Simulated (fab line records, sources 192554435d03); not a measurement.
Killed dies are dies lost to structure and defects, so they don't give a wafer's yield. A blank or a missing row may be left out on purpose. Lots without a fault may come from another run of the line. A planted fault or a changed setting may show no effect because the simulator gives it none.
Chamber matching | flow n5_finfet | N5_HKMG_FIN_ETCH_32 on rie_diel-06: 4 sister chambers
The step etches SOC in N2/H2, target depth 240 nm, time 300 s. 4 wafers are shown with their chamber, then 12 later ones without.

WAFERS WITH THEIR CHAMBER
wafer  | chamber | showerhead_plenum_p_Torr (Torr)
L093.2 | 2       | 2.42
L093.3 | 1       | 2.47
L093.5 | 3       | 2.49
L093.6 | 0       | 2.48

WAFERS WITHOUT THEIR CHAMBER
wafer  | showerhead_plenum_p_Torr (Torr)
L094.1 | 2.49
L094.2 | 2.48
L094.5 | 2.42
L095.2 | 2.48
L095.3 | 2.42
L095.5 | 2.47
L096.1 | 2.47
L096.2 | 2.41
L096.3 | 2.47
L096.4 | 2.48
L096.5 | 2.48
L096.6 | 2.41

WHICH CHAMBER EACH WENT THROUGH
wafer  | from the rows above | in truth
L094.1 | 3                   | 3
L094.2 | 0                   | 0
L094.5 | 2                   | 2
L095.2 | 0                   | 0
L095.3 | 2                   | 2
L095.5 | 1                   | 1
L096.1 | 1                   | 1
L096.2 | 2                   | 2
L096.3 | 1                   | 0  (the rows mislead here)
L096.4 | 0                   | 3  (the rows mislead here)
L096.5 | 0                   | 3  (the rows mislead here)
L096.6 | 2                   | 2
Placed correctly: 9 of 12. Can't be placed from these rows: 0. Placed wrongly: 3.
How it was worked out, from the rows above alone: a wafer's distance from a chamber is the root of the sum, over the readings, of the square of ((its reading less the chamber's mean) divided by the reading's scatter). The wafer belongs to the nearest chamber; if the next one is less than 2 further off, it can't be placed. A chamber's mean is the mean of its shown wafers. The scatter: with one shown wafer a chamber, the root of the mean of the squares of how far each hidden wafer lies from its nearest shown one.
